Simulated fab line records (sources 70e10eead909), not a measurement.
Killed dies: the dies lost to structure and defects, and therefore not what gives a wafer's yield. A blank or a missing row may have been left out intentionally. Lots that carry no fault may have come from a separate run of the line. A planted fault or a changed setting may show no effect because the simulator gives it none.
fab line records	flow nandHarc
[record] lots = 24	wafers = 72	lastDay = 33
route steps=1302 shown P_M2@331 P_BONDPAD@365 A_ZERO_WELL@405
lots untouched by any fault: they come from a run of this same line in which no faults occurred
startH: hours from the record's first day to the start of the lot's first wafer shown	waitH: hours elapsed since this lot's preceding step	" as in the row above	L1.1+2: several wafers, shown together as one row	- no value, or no start given	* or withheld: withheld	< > ~ a bound
route shown NAME@n: names a module that has steps shown in the file, with the first one's number in the route	usual: the fault-free wafers' mean and standard deviation	same: alike in all rows	chamber/n: place in a boat	sites: each site's reading	_std_site: the values' standard deviation	_edge_site: the outer-site mean with the inner-site mean subtracted	radiusMm: for every site, how far away it sits from the centre of the wafer	mask NAME#n: copy n	behind: the tool/chamber that last shaped the wafer	hold: what put the lot on hold/how long, in hours/how the hold closed	device: transistor that didn't switch, given as n, p or np	end of line: the tests these same wafers got at the end of their route	step lacking rows: just its recipe	killed: dies lost to structure and defects at the first sort, not the wafer's yield	map: the dies of a wafer, with x for killed, . for not killed, _ for no die there
set.NAME: the run value of the setting; set.NAME@STEP: its run value at that earlier step	model.NAME: the simulator's own value behind a step, which no gauge read
a sample of lots followed through the steps of the route, with each step as a table and each wafer as a row
services: from which hour (startH, from the record's first day; less than 0 if before it) a tool's chamber was out of use, for how many hours, and why
[[steps]]
[step NHARC_P_M2_DESCUM_14]
[recipe] timeS = 3	o2FlowSccm = 200	arFlowSccm = 0	biasPowerW = 0	chemistry = O2
[usual] drypumpMotorCurrentA = 5.8/0.35	oesProductAu = 1.000/0.015	rfVppV = 57.8/0.93	showerheadPlenumPTorr = 1.94/0.06	throttleValvePct = 11.311/0.0091
lot.wafer	tool	chamber	startH	waitH	drypumpMotorCurrentA	oesProductAu	rfHoursCounterH	rfVppV	showerheadPlenumPTorr	throttleValvePct
L074.1	rieDiel-09	2	135.22	0.1	5.8	1.002	10.2	58.1	1.90	11.319
L074.3	"	3	"	"	5.4	1.013	10.2	59.2	1.98	11.289
L074.6	"	1	"	"	5.4	1.019	-	58.3	1.94	11.308
L075.4	rieDiel-09	3	135.66	0.1	5.4	1.005	10.3	57.3	1.98	11.303
L075.2	"	1	"	"	5.4	1.012	10.6	56.9	1.94	11.302
L075.6	"	3	"	"	5.5	1.005	-	56.7	1.98	11.298
L076.4	rieDiel-06	0	148.76	0.1	5.6	0.994	0.6	59.2	1.98	11.317
L076.5	"	1	"	"	6.7	1.004	-	58.3	1.95	11.297
L076.6	"	2	"	"	5.8	1.006	-	58.6	1.84	11.312
L077.1	rieDiel-06	2	164.18	0.1	5.8	0.996	1.8	56.5	1.84	11.309
L077.6	"	2	"	"	5.8	0.996	-	57.2	1.84	11.316
L077.5	"	3	"	"	6.0	1.004	-	58.5	1.99	11.316
L078.3	rieDiel-01	2	170.32	0.1	5.6	0.961	5.9	57.0	1.90	11.308
L078.1	"	3	"	"	6.0	0.974	5.6	57.8	2.04	11.313
L078.5	"	3	"	"	6.0	0.976	-	59.0	2.04	11.317
L079.1	rieDiel-09	1	177.21	0.1	5.4	1.013	2.4	57.8	1.94	11.307
L079.3	"	2	"	"	5.8	1.021	1.5	58.4	1.90	11.307
L079.5	"	0	"	"	5.5	1.037	-	57.0	1.85	11.295
L080.4	rieDiel-06	0	193.67	0.1	5.6	1.003	2.9	58.3	1.98	11.303
L080.5	"	2	"	"	5.8	0.978	-	56.7	1.84	11.311
L080.6	"	3	"	"	6.0	0.994	-	59.5	1.99	11.303
L081.1	rieDiel-09	0	210.24	0.1	5.5	1.019	3.3	57.2	1.85	11.308
L081.4	"	1	"	"	5.4	1.013	3.2	56.4	1.94	11.296
L081.5	"	2	"	"	5.8	1.006	-	59.3	1.90	11.312
L082.1	rieDiel-09	2	214.29	0.1	5.8	1.003	2.4	57.1	1.90	11.311
L082.4	"	0	"	"	5.5	1.009	3.5	57.3	1.85	11.329
L082.5	"	2	"	"	5.8	1.003	-	57.9	1.90	11.304
L083.2	rieDiel-06	1	224.03	0.1	6.7	1.004	4.0	56.0	1.95	11.311
L083.3	"	3	"	"	6.0	1.003	4.3	58.2	1.99	11.300
L083.6	"	0	"	"	5.5	0.996	-	58.5	1.98	11.300
L084.1	rieDiel-01	1	241.92	0.1	5.3	0.982	0.7	58.4	1.96	11.296
L084.6	"	1	"	"	5.4	0.986	-	59.7	1.96	11.318
L084.5	"	2	"	"	5.6	0.968	-	57.3	1.90	11.318
L085.3	rieDiel-09	0	243.81	0.1	5.5	1.018	4.7	57.4	1.85	11.307
L085.2	"	2	"	"	5.8	1.022	4.0	57.4	1.90	11.300
L085.6	"	0	"	"	5.5	1.009	-	56.3	1.85	11.311
L087.1	rieDiel-06	2	255.58	0.1	5.8	1.001	5.8	56.4	1.84	11.333
L087.6	"	3	"	"	6.0	0.988	-	58.1	1.99	11.322
L087.5	"	0	"	"	5.5	0.989	-	56.5	1.98	11.311
L086.3	rieDiel-06	3	256.52	0.1	6.1	0.991	5.9	57.1	1.99	11.303
L086.1	"	1	"	"	6.7	1.006	5.6	58.5	1.95	11.312
L086.5	"	2	"	"	5.8	0.987	-	56.9	1.84	11.308
L089.4	rieDiel-01	3	272.12	0.1	6.0	1.009	2.2	57.5	2.04	11.290
L089.2	"	1	"	"	5.4	0.990	2.3	57.5	1.96	11.319
L089.5	"	3	"	"	6.0	0.999	-	58.5	2.04	11.304
L088.4	rieDiel-01	0	273.40	0.1	6.0	0.985	2.4	56.9	1.90	11.303
L088.3	"	1	"	"	5.3	0.999	2.4	58.8	1.96	11.300
L088.1	"	2	"	"	5.6	0.973	2.4	58.6	1.90	11.319
L090.2	rieDiel-01	1	294.10	0.1	5.4	1.014	3.4	58.6	1.96	11.307
L090.3	"	2	"	"	5.6	0.975	3.5	56.9	1.90	11.302
L090.6	"	1	"	"	5.4	1.010	-	58.4	1.96	11.305
L091.1	rieDiel-06	3	295.59	0.1	6.0	0.998	7.1	58.7	1.99	11.312
L091.4	"	1	"	"	6.7	1.009	6.5	57.1	1.95	11.304
L091.5	"	3	"	"	6.0	0.992	-	58.6	1.99	11.320
L092.2	rieDiel-09	0	311.92	0.1	5.5	1.022	11.6	58.0	1.84	11.324
L092.1	"	3	"	"	5.5	0.993	11.1	56.5	1.98	11.315
L092.4	"	0	"	"	5.5	1.003	-	57.0	1.84	11.293
L093.4	rieDiel-06	0	317.22	0.1	5.5	1.014	0	57.7	1.98	11.314
L093.2	"	1	"	"	6.7	1.001	0	57.4	1.95	11.319
L093.6	"	0	"	"	5.6	1.013	-	57.3	1.98	11.322
L094.2	rieDiel-01	3	328.94	0.1	6.0	1.007	4.4	57.5	2.04	11.322
L094.3	"	0	"	"	6.0	0.995	5.2	57.1	1.90	11.303
L094.5	"	3	"	"	6.0	1.002	-	58.9	2.04	11.306
L095.3	rieDiel-01	2	345.74	0.1	5.6	0.972	6.2	57.2	1.90	11.304
L095.4	"	0	"	"	6.0	0.981	5.8	57.7	1.90	11.335
L095.5	"	2	"	"	5.6	0.975	-	57.3	1.90	11.305
L097.3	rieDiel-06	1	356.14	0.1	6.7	1.006	2.7	58.5	1.95	11.320
L097.2	"	2	"	"	5.8	1.018	1.8	55.9	1.84	11.300
L097.5	"	3	"	"	6.0	1.030	-	58.3	1.99	11.301
L096.3	rieDiel-01	0	356.45	0.1	6.0	0.992	6.4	58.2	1.90	11.307
L096.2	"	2	"	"	5.6	0.985	6.6	59.8	1.90	11.316
L096.5	"	3	"	"	6.0	1.000	-	57.7	2.04	11.311
[step NHARC_P_M2_PVD_21]
[recipe] targetThkA = 300	chamberPressurePa = 5	powerW = 5000	substrateTempC = 30	timeS = 20.49	material = Cu
[usual] throttleValvePct = 29.8/1.4
lot.wafer	tool	chamber	startH	waitH	throttleValvePct
L074.1	pvdSputter-01	-	-	-	30.3
L074.3	"	-	"	"	27.8
L074.6	"	-	"	"	29.3
L075.4	pvdSputter-03	-	-	-	32.4
L075.2	"	-	"	"	29.4
L075.6	"	-	"	"	29.4
L076.4	pvdSputter-02	-	-	-	27.2
L076.6	"	-	"	"	30.1
L076.5	"	-	"	"	26.9
L077.1	pvdSputter-01	-	-	-	30.6
L077.6	"	-	"	"	30.7
L077.5	"	-	"	"	27.7
L078.3	pvdSputter-01	-	-	-	30.4
L078.1	"	-	"	"	29.3
L078.5	"	-	"	"	30.4
L079.3	pvdSputter-01	-	-	-	30.2
L079.1	"	-	"	"	29.3
L079.5	"	-	"	"	30.2
L080.4	pvdSputter-01	-	-	-	28.0
L080.6	"	-	"	"	30.2
L080.5	"	-	"	"	29.5
L081.4	pvdSputter-03	-	-	-	32.4
L081.1	"	-	"	"	30.4
L081.5	"	-	"	"	28.2
L082.1	pvdSputter-03	-	-	-	28.1
L082.4	"	-	"	"	31.4
L082.5	"	-	"	"	32.5
L083.2	pvdSputter-02	-	-	-	30.5
L083.3	"	-	"	"	30.3
L083.6	"	-	"	"	30.4
L084.1	pvdSputter-03	-	-	-	30.6
L084.6	"	-	"	"	31.6
L084.5	"	-	"	"	28.2
L085.2	pvdSputter-03	-	-	-	31.3
L085.3	"	-	"	"	32.0
L085.6	"	-	"	"	30.4
L087.1	pvdSputter-01	-	-	-	28.5
L087.6	"	-	"	"	28.7
L087.5	"	-	"	"	30.6
L086.3	pvdSputter-02	-	-	-	30.4
L086.1	"	-	"	"	26.9
L086.5	"	-	"	"	30.1
L089.4	pvdSputter-03	-	-	-	32.2
L089.2	"	-	"	"	31.5
L089.5	"	-	"	"	28.3
L088.4	pvdSputter-01	-	-	-	30.0
L088.1	"	-	"	"	30.4
L088.3	"	-	"	"	29.1
L090.2	pvdSputter-01	-	-	-	28.8
L090.3	"	-	"	"	29.3
L090.6	"	-	"	"	29.6
L091.1	pvdSputter-02	-	-	-	30.0
L091.4	"	-	"	"	30.9
L091.5	"	-	"	"	29.8
L092.4	pvdSputter-01	-	-	-	29.0
L092.1	"	-	"	"	30.0
L092.2	"	-	"	"	30.8
L093.4	pvdSputter-02	-	-	-	28.1
L093.2	"	-	"	"	30.6
L093.6	"	-	"	"	30.8
L094.2	pvdSputter-03	-	-	-	28.1
L094.3	"	-	"	"	31.6
L094.5	"	-	"	"	28.1
L095.4	pvdSputter-03	-	-	-	32.2
L095.3	"	-	"	"	30.3
L095.5	"	-	"	"	30.2
L097.3	pvdSputter-02	-	-	-	30.3
L097.2	"	-	"	"	30.4
L097.5	"	-	"	"	29.6
L096.2	pvdSputter-01	-	-	-	29.3
L096.3	"	-	"	"	28.7
L096.5	"	-	"	"	30.8
[step NHARC_P_BONDPAD_OVL_MEAS_38]
[usual] overlayXNm = -2/4.7	overlayYNm = -3/5.7
lot.wafer	tool	chamber	startH	waitH	overlayXNm	overlayYNm
L074.1	overlay-02	-	139.66	-	1	-7
L074.3	"	-	"	"	2	-7
L074.6	"	-	"	"	1	-7
L075.2	overlay-01	-	140.18	-	-1	-8
L075.4	"	-	"	"	-1	-7
L075.6	"	-	"	"	-1	-8
L076.4	overlay-02	-	153.30	-	-2	1
L076.5	"	-	"	"	-2	2
L076.6	"	-	"	"	-3	1
L077.1	overlay-01	-	168.64	-	3	-13
L077.5	"	-	"	"	3	-12
L077.6	"	-	"	"	3	-12
L078.1	overlay-01	-	174.78	-	2	-7
L078.3	"	-	"	"	2	-7
L078.5	"	-	"	"	2	-7
L079.1	overlay-02	-	181.77	-	-12	4
L079.3	"	-	"	"	-13	5
L079.5	"	-	"	"	-13	4
L080.4	overlay-01	-	198.09	-	1	-3
L080.5	"	-	"	"	1	-2
L080.6	"	-	"	"	0	-3
L081.1	overlay-01	-	214.90	-	-2	-1
L081.4	"	-	"	"	-2	-1
L081.5	"	-	"	"	-2	0
L082.1	overlay-02	-	218.73	-	3	0
L082.4	"	-	"	"	2	-1
L082.5	"	-	"	"	3	-1
L083.2	overlay-01	-	228.32	-	-9	5
L083.3	"	-	"	"	-9	4
L083.6	"	-	"	"	-9	5
L084.1	overlay-02	-	246.48	-	-9	-6
L084.5	"	-	"	"	-8	-6
L084.6	"	-	"	"	-8	-5
L085.2	overlay-02	-	248.24	-	0	-4
L085.3	"	-	"	"	0	-3
L085.6	"	-	"	"	1	-3
L087.1	overlay-02	-	260.06	-	-3	9
L087.5	"	-	"	"	-2	9
L087.6	"	-	"	"	-3	9
L086.1	overlay-01	-	261.16	-	-5	-7
L086.3	"	-	"	"	-5	-7
L086.5	"	-	"	"	-5	-6
L089.2	overlay-02	-	276.60	-	-3	-12
L089.4	"	-	"	"	-2	-12
L089.5	"	-	"	"	-2	-12
L088.1	overlay-01	-	277.88	-	5	-1
L088.3	"	-	"	"	5	0
L088.4	"	-	"	"	5	-1
L090.2	overlay-02	-	298.65	-	-9	-1
L090.3	"	-	"	"	-9	-1
L090.6	"	-	"	"	-10	-1
L091.1	overlay-01	-	300.10	-	0	6
L091.4	"	-	"	"	0	6
L091.5	"	-	"	"	0	6
L092.1	overlay-02	-	316.91	-	0	0
L092.2	"	-	"	"	0	-1
L092.4	"	-	"	"	0	-1
L093.2	overlay-02	-	321.69	-	4	6
L093.4	"	-	"	"	4	5
L093.6	"	-	"	"	4	5
L094.2	overlay-01	-	333.37	-	3	-6
L094.3	"	-	"	"	4	-6
L094.5	"	-	"	"	3	-6
L095.3	overlay-01	-	350.17	-	-2	-12
L095.4	"	-	"	"	-3	-12
L095.5	"	-	"	"	-3	-12
L097.2	overlay-02	-	360.50	-	-7	-4
L097.3	"	-	"	"	-8	-4
L097.5	"	-	"	"	-8	-4
L096.2	overlay-01	-	360.89	-	2	0
L096.3	"	-	"	"	3	0
L096.5	"	-	"	"	3	0
[step NHARC_P_BONDPAD_ETCH_37]
[recipe] targetDepthA = 600	overetchA = 180	timeS = 65.91	ionEnergyEv = 200	n2FlowSccm = 150	h2FlowSccm = 150	arFlowSccm = 0	rfW = 400	biasW = 150	chemistry = N2/H2
[usual] drypumpMotorCurrentA = 5.8/0.46	oesProductAu = 0.992/0.013	rfFwdPowerW = 396.7/1.6	rfVppV = 430.6/2.3	showerheadPlenumPTorr = 2.04/0.076	throttleValvePct = 14.171/0.0082
lot.wafer	tool	chamber	startH	waitH	drypumpMotorCurrentA	oesProductAu	rfFwdPowerW	rfHoursCounterH	rfVppV	showerheadPlenumPTorr	throttleValvePct
L074.1	rieDiel-12	2	139.88	0.1	5.8	0.998	394.6	2.8	430.6	2.10	14.175
L074.3	"	3	"	"	5.3	1.029	399.0	2.4	433.0	2.15	14.181
L074.6	"	1	"	"	5.0	0.979	399.8	-	428.1	1.94	14.166
L075.2	rieDiel-10	0	140.41	0.1	6.4	0.994	395.1	3.0	433.3	2.15	14.171
L075.4	"	2	"	"	6.7	0.996	395.4	-	429.7	2.00	14.173
L075.6	"	3	"	"	6.1	0.992	397.5	-	429.9	2.05	14.171
L076.5	rieDiel-10	0	153.55	0.1	6.4	0.992	396.7	-	433.7	2.15	14.177
L076.4	"	2	"	"	6.7	0.989	395.0	-	428.5	2.00	14.167
L076.6	"	3	"	"	6.1	0.986	397.5	-	429.3	2.05	14.173
L077.1	rieDiel-03	0	168.86	0.1	5.8	0.967	395.1	1.4	435.2	2.15	14.151
L077.5	"	1	"	"	5.5	0.966	397.3	-	429.6	1.98	14.185
L077.6	"	2	"	"	5.6	1.008	395.8	-	429.6	1.98	14.168
L078.3	rieDiel-03	2	174.99	0.1	5.5	1.002	397.0	1.4	429.4	1.98	14.186
L078.1	"	3	"	"	5.7	1.016	398.5	1.4	431.0	2.07	14.161
L078.5	"	1	"	"	5.5	0.972	397.5	-	428.6	1.98	14.170
L079.3	rieDiel-03	0	181.98	0.1	5.7	0.987	398.7	1.7	434.4	2.15	14.169
L079.1	"	2	"	"	5.5	0.992	397.8	1.5	427.7	1.98	14.172
L079.5	"	0	"	"	5.7	0.986	396.4	-	433.2	2.15	14.158
L080.4	rieDiel-03	3	198.32	0.1	5.6	1.009	398.3	1.8	430.6	2.07	14.172
L080.6	"	0	"	"	5.8	0.974	396.1	-	432.5	2.15	14.170
L080.5	"	1	"	"	5.5	0.963	396.2	-	427.2	1.98	14.154
L081.4	rieDiel-03	2	215.58	0.5	5.5	0.994	397.1	2.4	428.7	1.98	14.183
L081.1	"	0	"	"	5.8	0.979	395.5	2.8	433.3	2.15	14.194
L081.5	"	3	"	"	5.6	1.004	398.5	-	430.5	2.07	14.165
L082.1	rieDiel-12	2	218.97	0.1	5.8	1.000	396.6	7.8	431.2	2.10	14.170
L082.4	"	3	"	"	5.3	1.012	395.5	-	434.8	2.15	14.170
L082.5	"	2	"	"	5.8	1.004	396.7	-	431.5	2.10	14.175
L083.3	rieDiel-03	0	228.54	0.1	5.7	0.989	394.5	3.1	433.8	2.15	14.174
L083.2	"	1	"	"	5.5	0.973	398.7	2.9	428.4	1.97	14.167
L083.6	"	0	"	"	5.7	0.979	395.1	-	434.0	2.15	14.164
L084.1	rieDiel-03	2	246.71	0.1	5.5	0.992	395.2	3.5	428.1	1.98	14.175
L084.5	"	3	"	"	5.6	1.015	397.8	-	430.1	2.07	14.188
L084.6	"	0	"	"	5.7	0.971	396.0	-	433.4	2.15	14.178
L085.2	rieDiel-12	0	248.44	0.1	6.7	0.984	393.2	8.1	429.6	1.97	14.161
L085.3	"	3	"	"	5.3	1.009	396.9	9.2	436.0	2.15	14.182
L085.6	"	1	"	"	5.1	0.982	398.8	-	428.2	1.93	14.168
L087.1	rieDiel-10	1	260.27	0.1	5.9	0.988	398.0	1.4	429.5	2.00	14.167
L087.5	"	0	"	"	6.4	0.990	392.7	-	432.5	2.14	14.181
L087.6	"	1	"	"	5.9	0.995	400.6	-	429.0	1.99	14.167
L086.1	rieDiel-10	1	261.37	0.1	5.9	1.012	398.4	1.6	429.9	2.00	14.184
L086.3	"	3	"	"	6.1	0.989	395.3	1.5	430.7	2.05	14.175
L086.5	"	1	"	"	5.9	0.996	396.1	-	428.7	2.00	14.181
L089.2	rieDiel-03	3	276.81	0.1	5.7	1.002	397.2	4.7	432.1	2.07	14.168
L089.4	"	1	"	"	5.5	0.976	395.7	5.0	428.6	1.97	14.173
L089.5	"	0	"	"	5.8	0.986	396.8	-	434.4	2.15	14.173
L088.3	rieDiel-12	2	278.09	0.1	5.8	0.988	394.1	0.0	432.2	2.10	14.178
L088.4	"	3	"	"	5.3	1.004	395.3	0.0	434.5	2.15	14.174
L088.1	"	0	"	"	6.7	0.989	394.3	0.0	429.2	1.97	14.168
L090.2	rieDiel-03	1	298.86	0.1	5.5	0.988	395.9	0.0	428.1	1.97	14.175
L090.3	"	2	"	"	5.5	1.003	396.3	0.0	429.3	1.98	14.166
L090.6	"	2	"	"	5.5	0.999	396.3	-	428.3	1.98	14.182
L091.1	rieDiel-12	1	300.31	0.1	5.0	0.991	399.7	1.0	428.2	1.93	14.167
L091.4	"	3	"	"	5.3	1.011	395.3	1.2	433.0	2.15	14.165
L091.5	"	1	"	"	5.1	0.995	399.0	-	427.2	1.93	14.183
L092.1	rieDiel-10	1	317.12	0.1	5.9	0.987	398.0	5.5	429.5	1.99	14.164
L092.2	"	2	"	"	6.7	1.003	395.1	6.2	428.3	2.00	14.178
L092.4	"	0	"	"	6.4	1.011	393.7	5.1	433.8	2.14	14.170
L093.4	rieDiel-03	0	321.90	0.1	5.7	0.988	395.7	1.3	432.2	2.15	14.163
L093.2	"	2	"	"	5.5	1.018	392.6	1.1	427.0	1.98	14.186
L093.6	"	0	"	"	5.7	0.984	394.8	-	433.9	2.15	14.167
L094.2	rieDiel-10	3	333.58	0.1	6.1	0.983	399.2	6.3	430.9	2.05	14.170
L094.3	"	2	"	"	6.7	0.992	396.6	7.4	429.0	2.00	14.170
L094.5	"	0	"	"	6.4	0.993	395.2	-	433.5	2.14	14.165
L095.4	rieDiel-03	3	350.38	0.1	5.6	0.988	396.0	1.9	432.1	2.07	14.167
L095.3	"	2	"	"	5.5	1.001	396.7	1.8	430.2	1.98	14.200
L095.5	"	0	"	"	5.8	0.992	397.6	-	432.2	2.15	14.169
L097.3	rieDiel-12	1	360.71	0.1	5.1	0.987	398.1	3.7	426.8	1.93	14.176
L097.2	"	2	"	"	5.8	0.991	397.0	2.2	434.4	2.10	14.173
L097.5	"	1	"	"	5.1	0.977	398.1	-	428.6	1.93	14.173
L096.3	rieDiel-03	0	361.10	0.1	5.7	0.981	396.5	2.6	435.4	2.15	14.166
L096.2	"	1	"	"	5.5	1.001	396.0	2.5	428.8	1.97	14.163
L096.5	"	0	"	"	5.7	0.992	396.8	-	434.0	2.15	14.178
[step NHARC_P_BONDPAD_THK_MEAS_20]
[recipe] thkMeasGauge = xrf
[usual] thkNm = 160.7/1.9
lot.wafer	tool	chamber	startH	waitH	thkNm
L074.1	filmMetro-01	-	142.17	-	159.8
L074.3	"	-	"	"	162.1
L074.6	"	-	"	"	160.9
L075.2	filmMetro-01	-	142.73	-	162.8
L075.4	"	-	"	"	161.1
L075.6	"	-	"	"	158.5
L076.4	filmMetro-01	-	155.89	-	159.5
L076.5	"	-	"	"	159.7
L076.6	"	-	"	"	160.4
L077.1	filmMetro-02	-	171.10	-	158.9
L077.5	"	-	"	"	160.8
L077.6	"	-	"	"	158.8
L078.1	filmMetro-02	-	177.25	-	160.2
L078.3	"	-	"	"	158.5
L078.5	"	-	"	"	159.1
L079.1	filmMetro-01	-	184.24	-	161.5
L079.3	"	-	"	"	158.6
L079.5	"	-	"	"	163.8
L080.4	filmMetro-01	-	200.55	-	162.6
L080.5	"	-	"	"	162.2
L080.6	"	-	"	"	160.7
L081.1	filmMetro-02	-	217.84	-	162.8
L081.4	"	-	"	"	162.1
L081.5	"	-	"	"	163.6
L082.1	filmMetro-02	-	221.25	-	157.1
L082.4	"	-	"	"	163.3
L082.5	"	-	"	"	159.0
L083.2	filmMetro-02	-	230.79	-	159.9
L083.3	"	-	"	"	156.3
L083.6	"	-	"	"	160.5
L084.1	filmMetro-02	-	249.04	-	161.0
L084.5	"	-	"	"	157.5
L084.6	"	-	"	"	165.4
L085.2	filmMetro-02	-	250.71	-	162.4
L085.3	"	-	"	"	163.5
L085.6	"	-	"	"	160.1
L087.1	filmMetro-02	-	262.56	-	161.2
L087.5	"	-	"	"	162.6
L087.6	"	-	"	"	158.6
L086.1	filmMetro-02	-	263.78	-	158.6
L086.3	"	-	"	"	156.7
L086.5	"	-	"	"	163.7
L089.2	filmMetro-02	-	279.07	-	158.7
L089.4	"	-	"	"	158.9
L089.5	"	-	"	"	162.1
L088.1	filmMetro-01	-	280.34	-	161.8
L088.3	"	-	"	"	158.8
L088.4	"	-	"	"	159.9
L090.2	filmMetro-01	-	301.12	-	160.5
L090.3	"	-	"	"	161.3
L090.6	"	-	"	"	157.8
L091.1	filmMetro-01	-	302.62	-	162.1
L091.4	"	-	"	"	160.8
L091.5	"	-	"	"	160.2
L092.1	filmMetro-02	-	319.37	-	158.7
L092.2	"	-	"	"	161.1
L092.4	"	-	"	"	158.9
L093.2	filmMetro-01	-	324.16	-	163.1
L093.4	"	-	"	"	159.4
L093.6	"	-	"	"	158.4
L094.2	filmMetro-02	-	335.98	-	160.0
L094.3	"	-	"	"	162.3
L094.5	"	-	"	"	160.3
L095.3	filmMetro-02	-	352.68	-	158.9
L095.4	"	-	"	"	160.5
L095.5	"	-	"	"	162.5
L097.2	filmMetro-02	-	362.98	-	163.6
L097.3	"	-	"	"	161.9
L097.5	"	-	"	"	162.7
L096.2	filmMetro-01	-	363.37	-	162.8
L096.3	"	-	"	"	160.0
L096.5	"	-	"	"	159.7
[step NHARC_A_ZERO_WELL_ETCH_13]
[recipe] targetDepthA = 1200	timeS = 40.1	hbrFlowSccm = 150	cl2FlowSccm = 50	rfW = 400	icpW = 400	biasW = 100	chemistry = HBr/Cl2
[usual] drypumpMotorCurrentA = 5.6/0.59	oesProductAu = 1.004/0.016	rfFwdPowerW = 394.9/1.8	throttleValvePct = 26.405/0.0098
lot.wafer	tool	chamber	startH	waitH	drypumpMotorCurrentA	oesProductAu	rfFwdPowerW	rfHoursCounterH	throttleValvePct
L074.3	rieSi-03	3	144.21	-	4.9	0.992	395.7	0.4	26.403
L074.1	"	1	"	"	5.0	1.005	393.9	0.4	26.404
L074.6	"	3	"	"	4.9	0.984	394.5	-	26.412
L075.4	rieSi-05	1	144.75	-	5.5	1.031	394.6	0.1	26.410
L075.2	"	3	"	"	6.3	1.001	395.7	0.1	26.407
L075.6	"	2	"	"	5.6	0.991	396.6	-	26.419
L076.5	rieSi-03	2	157.85	-	6.3	0.997	392.2	-	26.400
L076.6	"	0	"	"	5.1	0.980	395.5	-	26.415
L076.4	"	1	"	"	5.0	1.014	394.5	-	26.395
L077.1	rieSi-05	3	172.97	-	6.3	0.993	394.4	0.2	26.411
L077.5	"	2	"	"	5.7	0.989	394.0	-	26.399
L077.6	"	3	"	"	6.3	0.993	394.3	-	26.393
L078.1	rieSi-03	0	179.12	-	5.1	0.977	395.0	0.7	26.421
L078.3	"	3	"	"	4.9	0.990	395.1	0.6	26.401
L078.5	"	1	"	"	5.1	1.021	396.1	-	26.393
L079.3	rieSi-05	0	185.99	-	6.7	1.026	395.2	0.3	26.420
L079.1	"	3	"	"	6.3	1.001	396.4	0.3	26.406
L079.5	"	0	"	"	6.6	1.009	395.3	-	26.394
L080.4	rieSi-01	3	202.34	-	5.7	1.020	397.4	0.0	26.397
L080.5	"	1	"	"	5.2	1.003	390.9	-	26.420
L080.6	"	2	"	"	4.8	1.002	395.6	-	26.402
L081.1	rieSi-03	3	219.59	-	5.0	0.983	395.6	0.9	26.394
L081.4	"	1	"	"	5.0	1.006	395.9	1.0	26.404
L081.5	"	3	"	"	5.0	0.989	395.7	-	26.419
L082.4	rieSi-05	0	223.15	-	6.7	1.026	395.1	0.6	26.401
L082.1	"	3	"	"	6.3	1.004	394.5	0.5	26.417
L082.5	"	0	"	"	6.7	1.022	396.2	-	26.413
L083.3	rieSi-03	3	232.69	-	5.0	0.986	397.4	0.0	26.389
L083.2	"	2	"	"	6.2	1.002	395.0	0.0	26.397
L083.6	"	3	"	"	4.9	0.984	395.5	-	26.414
L084.1	rieSi-01	1	250.95	-	5.2	1.003	391.5	0.3	26.403
L084.5	"	0	"	"	5.5	1.034	395.6	-	26.397
L084.6	"	1	"	"	5.2	0.996	392.3	-	26.385
L085.2	rieSi-01	3	252.48	-	5.7	1.027	398.1	0.5	26.388
L085.3	"	1	"	"	5.2	0.998	391.0	0.3	26.406
L085.6	"	0	"	"	5.5	1.014	397.3	-	26.405
L087.1	rieSi-01	0	264.33	-	5.5	1.024	397.1	0.4	26.400
L087.6	"	2	"	"	4.8	1.011	393.0	-	26.411
L087.5	"	3	"	"	5.7	1.026	396.8	-	26.404
L086.3	rieSi-05	0	265.56	-	6.6	0.993	393.7	0.8	26.403
L086.1	"	2	"	"	5.6	0.993	395.0	0.8	26.432
L086.5	"	0	"	"	6.7	1.005	393.0	-	26.400
L089.4	rieSi-03	0	280.86	-	5.2	0.971	397.2	0.3	26.415
L089.2	"	1	"	"	5.0	1.005	393.1	0.2	26.400
L089.5	"	1	"	"	5.0	1.006	394.1	-	26.392
L088.3	rieSi-05	1	282.13	-	5.5	1.031	396.4	1.1	26.398
L088.1	"	2	"	"	5.6	0.995	395.6	1.0	26.419
L088.4	"	3	"	"	6.3	1.008	395.2	0.9	26.401
L090.3	rieSi-05	3	302.91	-	6.3	0.997	393.8	1.0	26.400
L090.2	"	2	"	"	5.7	0.995	395.4	1.1	26.424
L090.6	"	0	"	"	6.6	1.008	397.4	-	26.410
L091.4	rieSi-03	2	304.57	-	6.3	0.995	391.9	0.4	26.421
L091.1	"	3	"	"	5.0	0.991	397.4	0.5	26.404
L091.5	"	1	"	"	5.0	1.010	397.5	-	26.400
L092.2	rieSi-05	1	321.30	-	5.5	1.019	395.2	0.0	26.398
L092.1	"	2	"	"	5.7	1.006	393.8	0.0	26.413
L092.4	"	0	"	"	6.7	1.016	396.4	0.0	26.402
L093.4	rieSi-01	2	326.14	-	4.8	1.004	393.7	0.9	26.421
L093.2	"	3	"	"	5.6	1.018	396.4	0.9	26.423
L093.6	"	3	"	"	5.7	1.020	395.1	-	26.400
L094.3	rieSi-05	0	337.90	-	6.7	1.029	396.9	0.1	26.400
L094.2	"	2	"	"	5.7	1.008	394.9	0.2	26.399
L094.5	"	0	"	"	6.7	1.017	394.8	-	26.403
L095.3	rieSi-05	1	354.58	-	5.5	1.015	396.5	0.2	26.395
L095.4	"	0	"	"	6.6	1.017	395.5	0.2	26.408
L095.5	"	1	"	"	5.5	1.009	393.8	-	26.393
L097.2	rieSi-05	1	364.91	-	5.5	1.012	395.3	0.3	26.400
L097.3	"	2	"	"	5.7	1.006	393.8	0.3	26.408
L097.5	"	0	"	"	6.6	1.018	395.5	-	26.403
L096.2	rieSi-03	2	365.26	-	6.2	1.010	393.4	0.8	26.404
L096.3	"	0	"	"	5.1	0.982	395.4	0.9	26.383
L096.5	"	2	"	"	6.3	1.003	393.8	-	26.406
[[services]]
tool	chamber	startH	hours	kind
pvdSputter-01	-	114.96	9.8	repair
rieSi-05	-	128.00	9.0	pm
rieDiel-06	-	130.20	9.0	pm
rieSi-03	3	151.47	8.1	repair
rieDiel-06	1	163.69	5.4	repair
pvdSputter-03	-	170.00	10.0	pm
rieSi-05	2	171.88	1.0	repair
rieSi-03	2	183.47	2.4	repair
rieSi-03	-	190.67	0.6	repair
rieSi-05	1	196.04	10.8	repair
pvdSputter-03	-	201.48	1.6	repair
rieDiel-01	-	203.93	9.0	pm
rieSi-05	-	204.49	0.4	repair
rieSi-03	-	221.00	9.0	pm
pvdSputter-01	-	226.00	10.0	pm
rieDiel-06	1	245.61	4.2	repair
rieSi-03	1	256.86	2.9	repair
pvdSputter-03	-	257.14	2.1	repair
pvdSputter-03	-	261.61	3.9	repair
rieDiel-03	-	285.54	9.0	pm
rieDiel-01	3	291.70	4.8	repair
rieSi-05	-	305.00	9.0	pm
rieDiel-06	-	307.20	9.0	pm
rieDiel-06	-	347.30	1.8	repair
[[key]]
fault none
